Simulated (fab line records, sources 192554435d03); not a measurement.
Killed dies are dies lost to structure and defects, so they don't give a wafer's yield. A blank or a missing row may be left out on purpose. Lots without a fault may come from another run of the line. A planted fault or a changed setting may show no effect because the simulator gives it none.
Chamber matching | flow n5_finfet | N5_MIM_TOP_ETCH_PECVD_03 on pecvd-04: 3 sister chambers
The step deposits SiNx from SiH4/NH3/N2, target thk 20 nm, time 17.6 s. 6 wafers are shown with their chamber, then 8 later ones without.

WAFERS WITH THEIR CHAMBER
wafer  | chamber | showerhead_plenum_p_Torr (Torr) | throttle_valve_pct (%)
L086.2 | 2       | 5.19                            | 39.6
L086.5 | 1       | 5.05                            | 40.4
L088.1 | 2       | 5.21                            | 39.5
L088.2 | 1       | 5.06                            | 40.3
L088.6 | 0       | 5.11                            | 41.7
L089.1 | 0       | 5.12                            | 41.5

WAFERS WITHOUT THEIR CHAMBER
wafer  | showerhead_plenum_p_Torr (Torr) | throttle_valve_pct (%)
L089.2 | 5.05                            | 40.3
L089.4 | 5.05                            | 40.1
L093.2 | 5.12                            | 41.6
L093.3 | 5.12                            | 41.6
L093.4 | 5.06                            | 39.9
L095.1 | 5.13                            | 41.4
L095.4 | 5.12                            | 41.5
L095.5 | 5.21                            | 39.6

WHICH CHAMBER EACH WENT THROUGH
wafer  | from the rows above | in truth
L089.2 | 1                   | 1
L089.4 | 1                   | 1
L093.2 | 0                   | 0
L093.3 | 0                   | 0
L093.4 | 1                   | 1
L095.1 | 0                   | 0
L095.4 | 0                   | 0
L095.5 | 2                   | 2
Placed correctly: 8 of 8. Can't be placed from these rows: 0. Placed wrongly: 0.
How it was worked out, from the rows above alone: a wafer's distance from a chamber is the root of the sum, over the readings, of the square of ((its reading less the chamber's mean) divided by the reading's scatter). The wafer belongs to the nearest chamber; if the next one is less than 2 further off, it can't be placed. A chamber's mean is the mean of its shown wafers. The scatter: the root of (the sum of the squares of (reading less its chamber's mean) over the shown wafers, divided by (wafers less chambers)).
